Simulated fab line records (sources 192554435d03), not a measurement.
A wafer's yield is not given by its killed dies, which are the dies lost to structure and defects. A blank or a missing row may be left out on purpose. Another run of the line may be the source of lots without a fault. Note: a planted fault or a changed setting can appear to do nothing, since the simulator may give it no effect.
Chamber matching	flow n5_finfet	N5_BEOL_M5_ETCH_62 on rie_diel-05 has 4 sister chambers
The step etches SOC in N2/H2, target depth 75 nm, overetch 15 nm, time 112.5 s. 4 wafers are shown with their chamber, then 11 later ones without.

## WAFERS, EACH WITH ITS CHAMBER
wafer	chamber	showerhead_plenum_p_Torr (Torr)
L083.6	0	2.41
L090.3	1	2.62
L090.6	2	2.67
L092.1	3	2.42

## WAFERS WHOSE CHAMBER IS MISSING
wafer	showerhead_plenum_p_Torr (Torr)
L092.2	2.66
L092.3	2.40
L092.4	2.42
L092.5	2.40
L092.6	2.66
L094.2	2.40
L094.3	2.42
L094.4	2.66
L096.1	2.40
L096.2	2.42
L096.5	2.40

## THE CHAMBER EACH PASSED THROUGH
wafer	from the rows above	in truth
L092.2	2	2
L092.3	can't be placed: 0 or 3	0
L092.4	can't be placed: 3 or 0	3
L092.5	can't be placed: 0 or 3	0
L092.6	2	2
L094.2	can't be placed: 0 or 3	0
L094.3	can't be placed: 3 or 0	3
L094.4	2	2
L096.1	can't be placed: 0 or 3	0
L096.2	can't be placed: 3 or 0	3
L096.5	can't be placed: 0 or 3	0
Correct placement for 3 of the 11. These rows do not allow placing 8 (true chamber among the candidates in 8). Wrongly placed: 0.
How it was worked out, from the rows above alone: a wafer's distance from a chamber is the root of the sum, over the readings, of the square of ((its reading less the chamber's mean) divided by the reading's scatter). If the next closest chamber is less than 2 further off than the closest, the wafer can't be placed; otherwise it belongs to the closest. For every chamber, the mean is computed from those of its wafers that are shown. The scatter: root of mean squared gap, hidden wafer to nearest shown wafer, with one shown wafer a chamber.
